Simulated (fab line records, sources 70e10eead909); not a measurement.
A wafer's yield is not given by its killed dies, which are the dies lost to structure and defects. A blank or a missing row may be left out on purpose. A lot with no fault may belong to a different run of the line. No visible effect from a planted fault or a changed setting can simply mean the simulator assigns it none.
Which tool did it? || flow nand-harc || 39 wafers from 13 lots sampled at 4 of the route's 1159 steps

WHAT EACH GAUGE READ, for each wafer
The record lacks any reading of a measuring or inspecting step that a usual standard deviation could be used to judge.

WHAT TOOL EACH LOT RAN ON (gives the tool, then ch and the chambers of the sampled wafers, and finally the start)
{"lot": "L407", "NHARC_A_CONTACT_ETCH_89": "rie-diel-03 ch 0,1, day 16 17:42 or earlier", "NHARC_A_CONTACT_ETCH_98": "rie-diel-03 ch 0,1,2, day 16 17:42 or earlier", "NHARC_A_CONTACT_ALD_18": "ald-metal-03 ch 1,3, day 16 17:42", "NHARC_A_CONTACT_CVD_19": "cvd-w-01 ch 0,1, no start"}
{"lot": "L408", "NHARC_A_CONTACT_ETCH_89": "rie-diel-03 ch 0,2, day 17 05:44 or earlier", "NHARC_A_CONTACT_ETCH_98": "rie-diel-06 ch 0,1,2, day 17 05:44 or earlier", "NHARC_A_CONTACT_ALD_18": "ald-metal-02 ch 0,2,3, day 17 05:44", "NHARC_A_CONTACT_CVD_19": "cvd-w-01 ch 0,1, no start"}
{"lot": "L410", "NHARC_A_CONTACT_ETCH_89": "rie-diel-06 ch 0,1,3, day 17 08:31 or earlier", "NHARC_A_CONTACT_ETCH_98": "rie-diel-08 ch 2,3, day 17 08:31 or earlier", "NHARC_A_CONTACT_ALD_18": "ald-metal-03 ch 0,1,3, day 17 08:31", "NHARC_A_CONTACT_CVD_19": "cvd-w-01 ch 0,1, no start"}
{"lot": "L409", "NHARC_A_CONTACT_ETCH_89": "rie-diel-06 ch 0,1,2, day 17 16:46 or earlier", "NHARC_A_CONTACT_ETCH_98": "rie-diel-08 ch 0,1,2, day 17 16:46 or earlier", "NHARC_A_CONTACT_ALD_18": "ald-metal-04 ch 0,1,3, day 17 16:46", "NHARC_A_CONTACT_CVD_19": "cvd-w-01 ch 0, no start"}
{"lot": "L412", "NHARC_A_CONTACT_ETCH_89": "rie-diel-06 ch 1,2, day 17 21:58 or earlier", "NHARC_A_CONTACT_ETCH_98": "rie-diel-08 ch 1,3, day 17 21:58 or earlier", "NHARC_A_CONTACT_ALD_18": "ald-metal-02 ch 0,1,3, day 17 21:58", "NHARC_A_CONTACT_CVD_19": "cvd-w-02 ch 0, no start"}
{"lot": "L411", "NHARC_A_CONTACT_ETCH_89": "rie-diel-03 ch 1,3, day 18 00:44 or earlier", "NHARC_A_CONTACT_ETCH_98": "rie-diel-03 ch 2,3, day 18 00:44 or earlier", "NHARC_A_CONTACT_ALD_18": "ald-metal-03 ch 0,1,2, day 18 00:44", "NHARC_A_CONTACT_CVD_19": "cvd-w-02 ch 0,1, no start"}
{"lot": "L413", "NHARC_A_CONTACT_ETCH_89": "rie-diel-03 ch 1,3, day 18 03:19 or earlier", "NHARC_A_CONTACT_ETCH_98": "rie-diel-08 ch 0,1,2, day 18 03:19 or earlier", "NHARC_A_CONTACT_ALD_18": "ald-metal-03 ch 0,1,2, day 18 03:19", "NHARC_A_CONTACT_CVD_19": "cvd-w-01 ch 1, no start"}
{"lot": "L414", "NHARC_A_CONTACT_ETCH_89": "rie-diel-03 ch 0,2,3, day 18 18:51 or earlier", "NHARC_A_CONTACT_ETCH_98": "rie-diel-08 ch 2,3, day 18 18:51", "NHARC_A_CONTACT_ALD_18": "ald-metal-02 ch 1,2,3, day 18 20:55", "NHARC_A_CONTACT_CVD_19": "cvd-w-01 ch 0,1, no start"}
{"lot": "L420", "NHARC_A_CONTACT_ETCH_89": "rie-diel-08 ch 1,3, day 20 13:39 or earlier", "NHARC_A_CONTACT_ETCH_98": "rie-diel-06 ch 0,1,3, day 20 13:39 or earlier", "NHARC_A_CONTACT_ALD_18": "ald-metal-04 ch 1,2,3, day 20 13:39", "NHARC_A_CONTACT_CVD_19": "cvd-w-02 ch 0,1, no start"}
{"lot": "L422", "NHARC_A_CONTACT_ETCH_89": "rie-diel-08 ch 1,3, day 20 17:38 or earlier", "NHARC_A_CONTACT_ETCH_98": "rie-diel-08 ch 0,1, day 20 17:38", "NHARC_A_CONTACT_ALD_18": "ald-metal-04 ch 0,1,2, day 20 18:47", "NHARC_A_CONTACT_CVD_19": "cvd-w-02 ch 0,1, no start"}
{"lot": "L427", "NHARC_A_CONTACT_ETCH_89": "rie-diel-06 ch 0,3, day 21 19:36 or earlier", "NHARC_A_CONTACT_ETCH_98": "rie-diel-06 ch 0,3, day 21 19:36", "NHARC_A_CONTACT_ALD_18": "ald-metal-02 ch 0,1,3, day 21 20:41", "NHARC_A_CONTACT_CVD_19": "cvd-w-02 ch 0,1, no start"}
{"lot": "L428", "NHARC_A_CONTACT_ETCH_89": "rie-diel-03 ch 0,1, day 22 07:41 or earlier", "NHARC_A_CONTACT_ETCH_98": "rie-diel-08 ch 0,2,3, day 22 07:41 or earlier", "NHARC_A_CONTACT_ALD_18": "ald-metal-03 ch 0,1,2, day 22 07:41", "NHARC_A_CONTACT_CVD_19": "cvd-w-02 ch 0,1, no start"}
{"lot": "L430", "NHARC_A_CONTACT_ETCH_89": "rie-diel-08 ch 0,1,2, day 22 22:39 or earlier", "NHARC_A_CONTACT_ETCH_98": "rie-diel-03 ch 0,1, day 22 22:39 or earlier", "NHARC_A_CONTACT_ALD_18": "ald-metal-02 ch 2,3, day 22 22:39", "NHARC_A_CONTACT_CVD_19": "cvd-w-01 ch 0,1, no start"}
- NHARC_A_CONTACT_ETCH_89: etches the open film in N2/H2, target depth 260 nm, time 475.3 s.
- NHARC_A_CONTACT_ETCH_98: etches the open film in C4F6/O2, target depth 20 nm, time 10 s.
- NHARC_A_CONTACT_ALD_18: deposits TiN, target thk 3 nm, pulse time 1 s, ald cycles 150.
- NHARC_A_CONTACT_CVD_19: deposits W, target thk 300 nm, time 802 s.

WHAT THE TOOLS THEMSELVES READ (means of the sampled wafers that have a number; where no wafer has one, the mark that the record gives instead)
NHARC_A_CONTACT_ETCH_89.
{"lot": "L407", "tool": "rie-diel-03", "drypump-motor-current-A (A)": 6.3, "oes-product-au (a.u.)": 0.994, "rf-vpp-V (V)": 426.4, "showerhead-plenum-p-Torr (Torr)": 1.91, "throttle-valve-pct (%)": 14.168}
{"lot": "L408", "tool": "rie-diel-03", "drypump-motor-current-A (A)": 5.9, "oes-product-au (a.u.)": 1.007, "rf-vpp-V (V)": 427.1, "showerhead-plenum-p-Torr (Torr)": 1.91, "throttle-valve-pct (%)": 14.161}
{"lot": "L410", "tool": "rie-diel-06", "drypump-motor-current-A (A)": 5.7, "oes-product-au (a.u.)": 1.005, "rf-vpp-V (V)": 429.9, "showerhead-plenum-p-Torr (Torr)": 2.02, "throttle-valve-pct (%)": 14.179}
{"lot": "L409", "tool": "rie-diel-06", "drypump-motor-current-A (A)": 6.0, "oes-product-au (a.u.)": 1.004, "rf-vpp-V (V)": 429.8, "showerhead-plenum-p-Torr (Torr)": 1.99, "throttle-valve-pct (%)": 14.163}
{"lot": "L412", "tool": "rie-diel-06", "drypump-motor-current-A (A)": 6.0, "oes-product-au (a.u.)": 1.003, "rf-vpp-V (V)": 429.2, "showerhead-plenum-p-Torr (Torr)": 2.01, "throttle-valve-pct (%)": 14.166}
{"lot": "L411", "tool": "rie-diel-03", "drypump-motor-current-A (A)": 5.5, "oes-product-au (a.u.)": 1.016, "rf-vpp-V (V)": 428.5, "showerhead-plenum-p-Torr (Torr)": 1.97, "throttle-valve-pct (%)": 14.162}
{"lot": "L413", "tool": "rie-diel-03", "drypump-motor-current-A (A)": 5.5, "oes-product-au (a.u.)": 1.015, "rf-vpp-V (V)": 429.3, "showerhead-plenum-p-Torr (Torr)": 1.97, "throttle-valve-pct (%)": 14.174}
{"lot": "L414", "tool": "rie-diel-03", "drypump-motor-current-A (A)": 5.8, "oes-product-au (a.u.)": 1.002, "rf-vpp-V (V)": 427.5, "showerhead-plenum-p-Torr (Torr)": 1.93, "throttle-valve-pct (%)": 14.172}
{"lot": "L420", "tool": "rie-diel-08", "drypump-motor-current-A (A)": 5.7, "oes-product-au (a.u.)": 0.997, "rf-vpp-V (V)": 428.5, "showerhead-plenum-p-Torr (Torr)": 1.96, "throttle-valve-pct (%)": 14.167}
{"lot": "L422", "tool": "rie-diel-08", "drypump-motor-current-A (A)": 5.8, "oes-product-au (a.u.)": 1.000, "rf-vpp-V (V)": 428.0, "showerhead-plenum-p-Torr (Torr)": 1.95, "throttle-valve-pct (%)": 14.171}
{"lot": "L427", "tool": "rie-diel-06", "drypump-motor-current-A (A)": 5.7, "oes-product-au (a.u.)": 1.005, "rf-vpp-V (V)": 429.4, "showerhead-plenum-p-Torr (Torr)": 2.04, "throttle-valve-pct (%)": 14.171}
{"lot": "L428", "tool": "rie-diel-03", "drypump-motor-current-A (A)": 6.3, "oes-product-au (a.u.)": 0.998, "rf-vpp-V (V)": 426.6, "showerhead-plenum-p-Torr (Torr)": 1.90, "throttle-valve-pct (%)": 14.174}
{"lot": "L430", "tool": "rie-diel-08", "drypump-motor-current-A (A)": 6.2, "oes-product-au (a.u.)": 1.003, "rf-vpp-V (V)": 428.6, "showerhead-plenum-p-Torr (Torr)": 1.96, "throttle-valve-pct (%)": 14.168}

NHARC_A_CONTACT_ETCH_98.
{"lot": "L407", "tool": "rie-diel-03", "drypump-motor-current-A (A)": 6.0, "oes-product-au (a.u.)": 0.962, "rf-vpp-V (V)": 543.0, "showerhead-plenum-p-Torr (Torr)": 3.71, "throttle-valve-pct (%)": 26.903}
{"lot": "L408", "tool": "rie-diel-06", "drypump-motor-current-A (A)": 6.1, "oes-product-au (a.u.)": 0.968, "rf-vpp-V (V)": 544.9, "showerhead-plenum-p-Torr (Torr)": 3.85, "throttle-valve-pct (%)": 26.900}
{"lot": "L410", "tool": "rie-diel-08", "drypump-motor-current-A (A)": 5.9, "oes-product-au (a.u.)": 0.964, "rf-vpp-V (V)": 545.8, "showerhead-plenum-p-Torr (Torr)": 3.85, "throttle-valve-pct (%)": 26.899}
{"lot": "L409", "tool": "rie-diel-08", "drypump-motor-current-A (A)": 6.2, "oes-product-au (a.u.)": 1.001, "rf-vpp-V (V)": 544.4, "showerhead-plenum-p-Torr (Torr)": 3.81, "throttle-valve-pct (%)": 26.898}
{"lot": "L412", "tool": "rie-diel-08", "drypump-motor-current-A (A)": 5.7, "oes-product-au (a.u.)": 0.934, "rf-vpp-V (V)": 544.5, "showerhead-plenum-p-Torr (Torr)": 3.79, "throttle-valve-pct (%)": 26.908}
{"lot": "L411", "tool": "rie-diel-03", "drypump-motor-current-A (A)": 5.4, "oes-product-au (a.u.)": 0.966, "rf-vpp-V (V)": 544.1, "showerhead-plenum-p-Torr (Torr)": 3.78, "throttle-valve-pct (%)": 26.896}
{"lot": "L413", "tool": "rie-diel-08", "drypump-motor-current-A (A)": 6.2, "oes-product-au (a.u.)": 0.945, "rf-vpp-V (V)": 544.5, "showerhead-plenum-p-Torr (Torr)": 3.81, "throttle-valve-pct (%)": 26.899}
{"lot": "L414", "tool": "rie-diel-08", "drypump-motor-current-A (A)": 5.8, "oes-product-au (a.u.)": 0.952, "rf-vpp-V (V)": 545.2, "showerhead-plenum-p-Torr (Torr)": 3.85, "throttle-valve-pct (%)": 26.907}
{"lot": "L420", "tool": "rie-diel-06", "drypump-motor-current-A (A)": 5.8, "oes-product-au (a.u.)": 0.949, "rf-vpp-V (V)": 545.3, "showerhead-plenum-p-Torr (Torr)": 3.88, "throttle-valve-pct (%)": 26.906}
{"lot": "L422", "tool": "rie-diel-08", "drypump-motor-current-A (A)": 6.0, "oes-product-au (a.u.)": 0.951, "rf-vpp-V (V)": 542.3, "showerhead-plenum-p-Torr (Torr)": 3.74, "throttle-valve-pct (%)": 26.904}
{"lot": "L427", "tool": "rie-diel-06", "drypump-motor-current-A (A)": 5.9, "oes-product-au (a.u.)": 0.977, "rf-vpp-V (V)": 544.7, "showerhead-plenum-p-Torr (Torr)": 3.86, "throttle-valve-pct (%)": 26.904}
{"lot": "L428", "tool": "rie-diel-08", "drypump-motor-current-A (A)": 6.1, "oes-product-au (a.u.)": 0.955, "rf-vpp-V (V)": 543.7, "showerhead-plenum-p-Torr (Torr)": 3.80, "throttle-valve-pct (%)": 26.894}
{"lot": "L430", "tool": "rie-diel-03", "drypump-motor-current-A (A)": 6.3, "oes-product-au (a.u.)": 0.974, "rf-vpp-V (V)": 541.3, "showerhead-plenum-p-Torr (Torr)": 3.67, "throttle-valve-pct (%)": 26.902}

NHARC_A_CONTACT_ALD_18.
{"lot": "L407", "tool": "ald-metal-03", "heater-power-w (W)": 1065, "precursor-pulse-height-rel": 0.997}
{"lot": "L408", "tool": "ald-metal-02", "heater-power-w (W)": 1093, "precursor-pulse-height-rel": 1.006}
{"lot": "L410", "tool": "ald-metal-03", "heater-power-w (W)": 998, "precursor-pulse-height-rel": 1.014}
{"lot": "L409", "tool": "ald-metal-04", "heater-power-w (W)": 1026, "precursor-pulse-height-rel": 0.990}
{"lot": "L412", "tool": "ald-metal-02", "heater-power-w (W)": 1124, "precursor-pulse-height-rel": 1.015}
{"lot": "L411", "tool": "ald-metal-03", "heater-power-w (W)": 964, "precursor-pulse-height-rel": 1.002}
{"lot": "L413", "tool": "ald-metal-03", "heater-power-w (W)": 950, "precursor-pulse-height-rel": 1.008}
{"lot": "L414", "tool": "ald-metal-02", "heater-power-w (W)": 1173, "precursor-pulse-height-rel": 1.014}
{"lot": "L420", "tool": "ald-metal-04", "heater-power-w (W)": 1118, "precursor-pulse-height-rel": 1.011}
{"lot": "L422", "tool": "ald-metal-04", "heater-power-w (W)": 1022, "precursor-pulse-height-rel": 1.005}
{"lot": "L427", "tool": "ald-metal-02", "heater-power-w (W)": 1103, "precursor-pulse-height-rel": 0.998}
{"lot": "L428", "tool": "ald-metal-03", "heater-power-w (W)": 990, "precursor-pulse-height-rel": 1.006}
{"lot": "L430", "tool": "ald-metal-02", "heater-power-w (W)": 1154, "precursor-pulse-height-rel": 1.003}

NHARC_A_CONTACT_CVD_19.
{"lot": "L407", "tool": "cvd-w-01", "heater-power-w (W)": 445, "throttle-valve-pct (%)": 8.1}
{"lot": "L408", "tool": "cvd-w-01", "heater-power-w (W)": 450, "throttle-valve-pct (%)": 8.1}
{"lot": "L410", "tool": "cvd-w-01", "heater-power-w (W)": 452, "throttle-valve-pct (%)": 8.2}
{"lot": "L409", "tool": "cvd-w-01", "heater-power-w (W)": 453, "throttle-valve-pct (%)": 7.6}
{"lot": "L412", "tool": "cvd-w-02", "heater-power-w (W)": 610, "throttle-valve-pct (%)": 8.2}
{"lot": "L411", "tool": "cvd-w-02", "heater-power-w (W)": 564, "throttle-valve-pct (%)": 8.0}
{"lot": "L413", "tool": "cvd-w-01", "heater-power-w (W)": 448, "throttle-valve-pct (%)": 8.2}
{"lot": "L414", "tool": "cvd-w-01", "heater-power-w (W)": 452, "throttle-valve-pct (%)": 8.0}
{"lot": "L420", "tool": "cvd-w-02", "heater-power-w (W)": 516, "throttle-valve-pct (%)": 7.9}
{"lot": "L422", "tool": "cvd-w-02", "heater-power-w (W)": 518, "throttle-valve-pct (%)": 7.9}
{"lot": "L427", "tool": "cvd-w-02", "heater-power-w (W)": 566, "throttle-valve-pct (%)": 8.1}
{"lot": "L428", "tool": "cvd-w-02", "heater-power-w (W)": 575, "throttle-valve-pct (%)": 8.0}
{"lot": "L430", "tool": "cvd-w-01", "heater-power-w (W)": 463, "throttle-valve-pct (%)": 7.9}

THE ANSWER, worked out from the rows above alone
Rule: the usual values come from the lots themselves. The widest of any qualifying gaps counts: lots, ordered by their means at a reading, are off when they make up no more than a third of the lots, leave a main group of 4 or more, and stand apart from it by 3 or more times the standard deviation of that group's means. A main group whose means are all the same, to the digits that the tables above print for the reading, isn't used. A lot without any number at a reading at which 4 lots or more have one is off too. All remaining lots with rows at the step are treated as sound. After the gauges, taken in route order, come the tools' own readings; for these a lot's mean is taken, as printed above. At the first step where some lot is off, the reading lying furthest off is the one used; lots without a number count as furthest.
None of the lots is off at any reading shown; this tells nothing.

WHAT HAD BEEN PUT IN BY THE SIMULATOR
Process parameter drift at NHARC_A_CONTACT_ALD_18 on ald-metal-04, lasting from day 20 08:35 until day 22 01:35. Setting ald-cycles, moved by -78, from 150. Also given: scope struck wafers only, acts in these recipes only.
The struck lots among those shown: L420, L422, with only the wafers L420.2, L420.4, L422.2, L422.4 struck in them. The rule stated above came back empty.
